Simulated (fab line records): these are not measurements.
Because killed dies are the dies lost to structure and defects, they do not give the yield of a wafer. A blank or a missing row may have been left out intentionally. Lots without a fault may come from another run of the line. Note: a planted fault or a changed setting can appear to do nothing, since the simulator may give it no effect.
A lot that was struck, set against a sound lot	flow n5_finfet	16 steps out of a route of 1938
Sound: wafers L123.3, L123.5, L123.6. The struck wafers were L134.1, L134.4. The cause comes at the end.
Order at every step that has rows: each side's tool, ch and its chambers, its first start. Under that, the readings that differ: sound wafers	struck wafers	difference of the means	sigmas: that difference in standard deviations of wafers without a fault.
alike: same words and numbers on both sides, and readings whose means sit less than 2 such deviations apart. not compared: any withheld reading, any reading some wafer has no value for, any bound like >300 that may hide the same value, and any number with overlapping values for which the record gives no deviation.
Wherever a step has rows on one side only, a row that says differs or no value, or a row with sigmas, the two part there. When numbers do not overlap yet have no deviation, they are printed without sigmas and do not part them. Lack of a reading on every wafer of one side parts them only where that side has two or more wafers.

first, 1 step without rows for these wafers: N5_MOL_CONTACT_COAG_DEVELOP_07 (develop time 30 s).
N5_MOL_CONTACT_COAG_CD_MEAS_08: target cd 28 nm.
  sound on cd_sem-02 ch 0, day 5 10:07; struck on cd_sem-02 ch 0, day 7 22:47
  alike: cd_nm
N5_MOL_CONTACT_COAG_OVL_MEAS_09:
  sound on overlay-02 ch 0, day 5 10:10; struck on overlay-02 ch 0, day 7 22:49
  alike: CA_OVL
N5_MOL_CONTACT_COAG_INSPECT_10: inspects for defects (brightfield).
  sound: defect_inspect-02 at day 5 10:12; struck: defect_inspect-01 at day 7 22:52
  alike: raw_defect_count
N5_MOL_CONTACT_COAG_DESCUM_13: chemistry O2, time 7 s.
  sound on rie_diel-01 ch 0,1,2, day 5 10:14; struck on rie_diel-01 ch 1,3, day 7 22:54
reading	sound	struck	difference	sigmas
oes_product_au (a.u.)	0.68 0.68 0.75	0.94 0.91	+0.22	+2
  alike: drypump_motor_current_A, o2_flow_sccm, rf_vpp_V, showerhead_plenum_p_Torr, throttle_valve_pct
  not compared: rf_hours_counter_h
N5_MOL_CONTACT_COAG_ETCH_59: etches underlayer in N2/H2, target depth 13 nm, time 10.4 s.
  sound on rie_diel-01 ch 0,1,2, day 5 10:16; struck on rie_diel-01 ch 1,3, day 7 22:56
reading	sound	struck	difference	sigmas
oes_product_au (a.u.)	0.58 0.57 0.64	0.78 0.76	+0.17	+2
  alike: drypump_motor_current_A, etch_rf_on_time_s, rf_vpp_V, showerhead_plenum_p_Torr, throttle_valve_pct
  not compared: rf_hours_counter_h
N5_MOL_CONTACT_COAG_ETCH_105: etches SiARC in CF4, target depth 15.6 nm, time 26 s.
  sound on rie_diel-01 ch 0,1,2, day 5 10:17; struck on rie_diel-01 ch 1,3, day 7 22:58
reading	sound	struck	difference	sigmas
oes_product_au (a.u.)	0.59 0.58 0.64	0.79 0.77	+0.18	+2
  alike: drypump_motor_current_A, etch_rf_on_time_s, rf_vpp_V, showerhead_plenum_p_Torr, throttle_valve_pct
  not compared: rf_hours_counter_h
N5_MOL_CONTACT_COAG_ETCH_106: etches SOC in N2/H2, target depth 80 nm, overetch 16 nm, time 120 s.
  sound on rie_diel-01 ch 0,1,2, day 5 10:19; struck on rie_diel-01 ch 1,3, day 7 22:59
reading	sound	struck	difference	sigmas
oes_product_au (a.u.)	0.62 0.62 0.67	0.82 0.81	+0.18	+2
  alike: drypump_motor_current_A, rf_vpp_V, showerhead_plenum_p_Torr, throttle_valve_pct
  not compared: rf_hours_counter_h
then, 2 steps without rows for these wafers: N5_MOL_CONTACT_COAG_STRIP_107 (strips in N2/H2); N5_MOL_CONTACT_COAG_STRIP_108 (strips in N2/H2).
N5_MOL_CONTACT_COAG_CONTACT_ETCH_14: etches SiO2 in C4F6/O2, target depth 27.5 nm, overetch 8.5 nm, time 20 s.
  sound on rie_diel-01 ch 0,1,2, day 5 10:25; struck on rie_diel-01 ch 1,3, day 7 23:05
reading	sound	struck	difference	sigmas
oes_product_au (a.u.)	0.59 0.59 0.64	0.78 0.77	+0.17	+2
  alike: drypump_motor_current_A, rf_vpp_V, showerhead_plenum_p_Torr, throttle_valve_pct
  not compared: rf_hours_counter_h
then, 1 step without rows for these wafers: N5_MOL_CONTACT_COAG_STRIP_109 (strips in C4F6/O2).
N5_MOL_CONTACT_COAG_ETCH_15: etches SiNx in CH3F/O2, stops on Si:P, target depth 7 nm.
  sound on rie_diel-01 ch 0,1,2, day 5 10:27; struck on rie_diel-01 ch 1,3, day 7 23:07
reading	sound	struck	difference	sigmas
oes_product_au (a.u.)	0.51 0.50 0.55	0.68 0.67	+0.16	+2
model.SOC_of_MOL_CONTACT_COAG_COAT_103.thk_nm (nm)	75.4 75.6 75.4	73.8 73.8	-1.7	
  alike: drypump_motor_current_A, rf_vpp_V, showerhead_plenum_p_Torr, throttle_valve_pct
  not compared: rf_hours_counter_h
N5_MOL_CONTACT_COAG_ETCH_110: etches Si in CF4/O2, target depth 2.5 nm, time 8 s.
  sound on rie_diel-01 ch 0,1,2, day 5 10:31; struck on rie_diel-01 ch 1,3, day 7 23:11
reading	sound	struck	difference	sigmas
oes_product_au (a.u.)	0.69 0.68 0.75	0.93 0.91	+0.21	+2
throttle_valve_pct (%)	11.33 10.99 10.66	10.33 10.48	-0.59	-2
model.SOC_of_MOL_CONTACT_COAG_COAT_103.thk_nm (nm)	74 74.2 73.8	72.4 72.2	-1.7	
  alike: drypump_motor_current_A, rf_vpp_V, showerhead_plenum_p_Torr
  not compared: rf_hours_counter_h
then, 1 step without rows for these wafers: N5_MOL_CONTACT_COAG_STRIP_98 (strips in N2/H2).
-- a jump in the record: the struck wafers' starts before and after are 3 days apart (it breaks off in module MOL_CONTACT_COAG and resumes in module BEOL_M4, where the first step shown is number 1111 of the route) --
N5_BEOL_M4_RC_MEAS_101:
  sound on prober-01 ch 0, day 8 11:04; struck on prober-01 ch 0, day 11 04:12
  alike: DIBL_N, DIBL_P, IOFF_N, IOFF_P, ION_N, ION_P, SS_N, SS_P, VT_N, VT_P

## WHERE THEY PART
At N5_MOL_CONTACT_COAG_DESCUM_13 first; at N5_MOL_CONTACT_COAG_ETCH_110 last (within this record only). Later steps at which nothing parts them and some readings are alike: N5_BEOL_M4_RC_MEAS_101.

WHY: what had been put in by the simulator
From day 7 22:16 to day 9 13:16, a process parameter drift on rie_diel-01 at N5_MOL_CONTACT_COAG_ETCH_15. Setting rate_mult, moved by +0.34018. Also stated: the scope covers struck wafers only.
